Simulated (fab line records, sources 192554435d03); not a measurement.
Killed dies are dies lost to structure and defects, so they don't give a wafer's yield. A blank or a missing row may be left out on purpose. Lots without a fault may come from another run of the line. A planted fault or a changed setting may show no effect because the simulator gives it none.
Chamber matching | flow n5_finfet | N5_BEOL_M4_ALD_84 on ald_metal-03: 4 sister chambers
The step deposits TaN, pulse time 2 s, purge time 3 s, co reactant purge time 2 s. 8 wafers are shown with their chamber, then 7 later ones without.

WAFERS WITH THEIR CHAMBER
wafer  | chamber | heater_power_w (W)
L076.5 | 3       | 385
L082.2 | 0       | 382
L082.3 | 2       | 444
L083.1 | 1       | 393
L083.5 | 1       | 394
L083.6 | 0       | 386
L087.3 | 3       | 379
L087.5 | 2       | 443

WAFERS WITHOUT THEIR CHAMBER
wafer  | heater_power_w (W)
L087.6 | 390
L092.2 | 448
L092.5 | 378
L092.6 | 406
L094.1 | 451
L094.5 | 391
L094.6 | 382

WHICH CHAMBER EACH WENT THROUGH
wafer  | from the rows above          | in truth
L087.6 | can't be placed: 1 or 0 or 3 | 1
L092.2 | 2                            | 2
L092.5 | can't be placed: 3 or 0      | 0
L092.6 | 1                            | 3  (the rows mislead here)
L094.1 | 2                            | 2
L094.5 | can't be placed: 1 or 0      | 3
L094.6 | can't be placed: 3 or 0      | 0
Placed correctly: 2 of 7. Can't be placed from these rows: 4 (the true chamber is among the candidates in 3). Placed wrongly: 1.
How it was worked out, from the rows above alone: a wafer's distance from a chamber is the root of the sum, over the readings, of the square of ((its reading less the chamber's mean) divided by the reading's scatter). The wafer belongs to the nearest chamber; if the next one is less than 2 further off, it can't be placed. A chamber's mean is the mean of its shown wafers. The scatter: the root of (the sum of the squares of (reading less its chamber's mean) over the shown wafers, divided by (wafers less chambers)).
